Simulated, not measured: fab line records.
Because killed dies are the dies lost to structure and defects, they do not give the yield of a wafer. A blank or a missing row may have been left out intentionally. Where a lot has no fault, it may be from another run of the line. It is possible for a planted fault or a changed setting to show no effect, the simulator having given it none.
Which tool was responsible?	flow n5-finfet	Sampling: 23 lots, 69 wafers, 4 of 1938 route steps

## WHAT THE GAUGES READ, wafer by wafer
N5_BEOL_M13_RS_MEAS_54: a four-point-probe measurement.
lot	measured	on	M13_RS (ohm/sq)
L074	day 11 09:15	film-metro-01	0.0447 0.0454 0.0442
L075	day 11 10:05	film-metro-02	0.0444 0.0452 0.0446
L077	day 12 02:22	film-metro-01	0.0447 0.0450 0.0454
L076	day 12 02:30	film-metro-01	0.0445 0.0451 0.0450
L078	day 12 03:51	film-metro-01	0.0442 0.0452 0.0451
L079	day 12 12:46	film-metro-02	0.0453 0.0454 0.0442
L080	day 12 17:17	film-metro-02	0.0447 0.0437 0.0449
L081	day 12 18:58	film-metro-02	0.0447 0.0435 0.0455
L083	day 12 22:38	film-metro-02	0.0452 0.0457 0.0450
L082	day 13 02:02	film-metro-01	0.0453 0.0449 0.0453
L084	day 13 16:23	film-metro-01	0.0441 0.0447 0.0444
L085	day 13 22:33	film-metro-01	0.0461 0.0457 0.0455
L086	day 14 00:59	film-metro-01	0.0442 0.0442 0.0440
L087	day 14 04:52	film-metro-01	0.0458 0.0454 0.0455
L089	day 14 16:55	film-metro-01	0.0460 0.0464 0.0450
L090	day 14 21:27	film-metro-02	0.0440 0.0453 0.0441
L088	day 15 02:47	film-metro-02	0.0446 0.0451 0.0449
L093	day 15 07:48	film-metro-02	0.0450 0.0440 0.0441
L091	day 15 18:21	film-metro-01	0.0452 0.0450 0.0448
L092	day 16 01:15	film-metro-01	0.0455 0.0449 0.0442
L095	day 16 03:29	film-metro-02	0.0458 0.0450 0.0451
L096	day 16 18:22	film-metro-02	0.0449 0.0437 0.0458
L097	day 17 09:46	film-metro-01	0.0447 0.0450 0.0443

N5_BEOL_M15_OVL_MEAS_11.
lot	measured	on	V14_OVL (nm)
L074	day 11 14:32	overlay-02	-11 -7 -2
L075	day 11 19:13	overlay-02	5 1 4
L077	day 12 09:32	overlay-01	9 13 8
L076	day 12 10:11	overlay-02	-3 -6 -4
L078	day 12 11:31	overlay-01	11 14 17
L079	day 12 17:57	overlay-02	-7 1 -11
L080	day 12 22:56	overlay-01	2 6 -2
L081	day 12 23:28	overlay-02	-1 -2 0
L083	day 13 04:19	overlay-01	-1 -2 -4
L082	day 13 10:30	overlay-01	-7 -4 -5
L084	day 13 22:50	overlay-01	0 -1 -2
L085	day 14 04:40	overlay-02	-3 3 -7
L086	day 14 08:46	overlay-01	-5 -10 -4
L087	day 14 13:23	overlay-01	-2 1 12
L089	day 14 23:30	overlay-02	-4 -8 3
L090	day 15 02:37	overlay-01	-9 -4 -4
L088	day 15 07:21	overlay-01	5 8 7
L093	day 15 15:21	overlay-01	6 -3 9
L091	day 16 00:46	overlay-01	0 1 -6
L092	day 16 08:54	overlay-02	1 -4 0
L095	day 16 09:59	overlay-02	4 5 7
L096	day 17 00:01	overlay-02	2 5 5
L097	day 17 14:56	overlay-01	4 9 -1

## WHAT TOOL EACH LOT RAN ON (gives the tool, then ch and the chambers of the sampled wafers, and finally the start)
lot	N5_BEOL_M14_ILD_DEP_00	N5_BEOL_M14_STRIP_64
L074	pecvd-03 ch 1,2, day 11 09:19	rie-diel-05 ch 2,3, day 11 14:32 or earlier
L075	pecvd-04 ch 1,2, day 11 10:08	rie-diel-05 ch 1,2,3, day 11 19:13 or earlier
L077	pecvd-03 ch 0,1,2, day 12 02:26	rie-diel-05 ch 1,2,3, day 12 09:32 or earlier
L076	pecvd-04 ch 1,2, day 12 02:34	rie-diel-01 ch 0,3, day 12 10:11 or earlier
L078	pecvd-03 ch 0,1, day 12 03:55	rie-diel-06 ch 0,2, day 12 11:31 or earlier
L079	pecvd-02 ch 0,1, day 12 12:55	rie-diel-05 ch 1,3, day 12 17:57 or earlier
L080	pecvd-03 ch 0,2, day 12 17:21	rie-diel-06 ch 1,2, day 12 22:56 or earlier
L081	pecvd-03 ch 0,1,2, day 12 19:02	rie-diel-06 ch 1,2,3, day 12 23:28 or earlier
L083	pecvd-02 ch 0,1, day 12 22:41	rie-diel-01 ch 0,1,3, day 13 04:19 or earlier
L082	pecvd-02 ch 0,1, day 13 02:07	rie-diel-01 ch 0,1,3, day 13 10:30 or earlier
L084	pecvd-04 ch 1,2, day 13 16:27	rie-diel-06 ch 0,1, day 13 22:50 or earlier
L085	pecvd-03 ch 0,2, day 13 22:37	rie-diel-05 ch 1,2,3, day 14 04:40 or earlier
L086	pecvd-02 ch 0,1, day 14 01:02	rie-diel-05 ch 0,1,3, day 14 08:46 or earlier
L087	pecvd-02 ch 1,2, day 14 04:55	rie-diel-05 ch 1,3, day 14 13:23 or earlier
L089	pecvd-02 ch 0,2, day 14 16:59	rie-diel-01 ch 1,2,3, day 14 23:30 or earlier
L090	pecvd-02 ch 0,1,2, day 14 21:31	rie-diel-05 ch 1,2,3, day 15 02:37 or earlier
L088	pecvd-02 ch 0,1, day 15 02:51	rie-diel-01 ch 0,1,2, day 15 07:21 or earlier
L093	pecvd-03 ch 0,1,2, day 15 07:52	rie-diel-05 ch 1,2,3, day 15 15:21 or earlier
L091	pecvd-03 ch 0,2, day 15 18:25	rie-diel-05 ch 0,1, day 16 00:46 or earlier
L092	pecvd-02 ch 1,2, day 16 01:19	rie-diel-01 ch 0,1,2, day 16 08:54 or earlier
L095	pecvd-02 ch 0,1,2, day 16 03:32	rie-diel-05 ch 0,2,3, day 16 09:59 or earlier
L096	pecvd-03 ch 0,1,2, day 16 18:26	rie-diel-01 ch 1,3, day 17 00:01 or earlier
L097	pecvd-04 ch 0,2, day 17 09:50	rie-diel-06 ch 0,1,2, day 17 14:56 or earlier
- N5_BEOL_M14_ILD_DEP_00: deposits SiO2 from TEOS/O2, target thk 1119.3 nm, time 237.4 s.
- N5_BEOL_M14_STRIP_64: strips in O2.

## AS READ BY THE TOOLS THEMSELVES (means over the sampled wafers that have a number; for cases with no such wafer, the mark the record gives instead)
N5_BEOL_M14_ILD_DEP_00.
lot	tool	heater-power-outer-w (W)	heater-power-w (W)	rf-fwd-power-W (W)	showerhead-plenum-p-Torr (Torr)	throttle-valve-pct (%)
L074	pecvd-03	315	597	898.0	8.34	18.3
L075	pecvd-04	302	532	899.4	8.38	16.9
L077	pecvd-03	363	665	897.5	8.34	18.8
L076	pecvd-04	234	439	898.7	8.32	17.9
L078	pecvd-03	323	579	898.3	8.34	19.4
L079	pecvd-02	286	548	898.5	8.29	17.4
L080	pecvd-03	338	641	899.1	8.31	19.4
L081	pecvd-03	354	648	897.1	8.35	18.9
L083	pecvd-02	299	563	899.2	8.31	17.4
L082	pecvd-02	331	578	896.5	8.30	17.5
L084	pecvd-04	303	523	896.0	8.36	17.0
L085	pecvd-03	317	605	899.0	8.33	19.5
L086	pecvd-02	334	587	898.8	8.31	17.6
L087	pecvd-02	303	561	897.8	8.33	17.1
L089	pecvd-02	339	576	898.1	8.35	17.3
L090	pecvd-02	341	604	898.7	8.32	17.4
L088	pecvd-02	257	514	899.4	8.29	17.4
L093	pecvd-03	328	618	898.7	8.33	19.0
L091	pecvd-03	353	656	901.8	8.33	19.5
L092	pecvd-02	256	511	897.3	8.30	17.2
L095	pecvd-02	301	547	895.9	8.32	17.4
L096	pecvd-03	321	608	901.8	8.32	18.9
L097	pecvd-04	348	590	896.8	8.38	16.9

N5_BEOL_M14_STRIP_64.
lot	tool	drypump-motor-current-A (A)	oes-product-au (a.u.)	rf-vpp-V (V)	showerhead-plenum-p-Torr (Torr)	throttle-valve-pct (%)
L074	rie-diel-05	5.2	0.85	3.4	2.15	16.63
L075	rie-diel-05	5.6	0.85	3.7	2.13	16.59
L077	rie-diel-05	5.6	0.85	3.5	2.12	16.61
L076	rie-diel-01	5.6	0.84	3.8	2.03	16.47
L078	rie-diel-06	5.5	0.72	3.5	2.12	16.93
L079	rie-diel-05	5.7	0.85	3.9	2.16	16.46
L080	rie-diel-06	6.1	0.78	3.7	2.17	16.86
L081	rie-diel-06	5.9	0.80	3.5	2.15	16.83
L083	rie-diel-01	5.8	0.91	3.7	2.05	16.49
L082	rie-diel-01	5.7	0.89	3.5	2.05	16.50
L084	rie-diel-06	5.3	0.80	3.8	2.21	16.85
L085	rie-diel-05	5.6	0.83	3.5	2.12	16.63
L086	rie-diel-05	5.5	0.82	3.6	2.12	16.50
L087	rie-diel-05	5.4	0.83	3.6	2.18	16.53
L089	rie-diel-01	5.4	0.81	3.7	2.03	16.49
L090	rie-diel-05	5.6	0.81	3.6	2.12	16.65
L088	rie-diel-01	5.7	0.85	3.9	2.04	16.61
L093	rie-diel-05	5.6	0.81	3.4	2.11	16.65
L091	rie-diel-05	5.7	0.80	3.6	2.05	16.47
L092	rie-diel-01	5.7	0.84	3.5	2.04	16.61
L095	rie-diel-05	5.4	0.79	3.7	2.07	16.67
L096	rie-diel-01	5.6	0.85	4.0	2.03	16.46
L097	rie-diel-06	5.6	0.81	3.7	2.15	16.80

## THE ANSWER, worked out from the rows above alone
Rule: the usual values come from the lots themselves. The widest of any qualifying gaps counts: lots, ordered by their means at a reading, are off when they make up no more than a third of the lots, leave a main group of 4 or more, and stand apart from it by 3 or more times the standard deviation of that group's means. If all means in a main group match to the digits the tables above print for the reading, that group is not used. A lot without any number at a reading at which 4 lots or more have one is off too. Any other lot the step has rows for is counted as sound. Order of review: gauges by route order, followed by the tools' own readings, for which a lot's mean as printed above is used. The first step at which some lot is off is used, and at that step the reading that is off furthest; a lot without a number counts as furthest.
Nothing can be told from this: no lot is off at any reading shown.

## WHAT HAD BEEN PUT IN BY THE SIMULATOR
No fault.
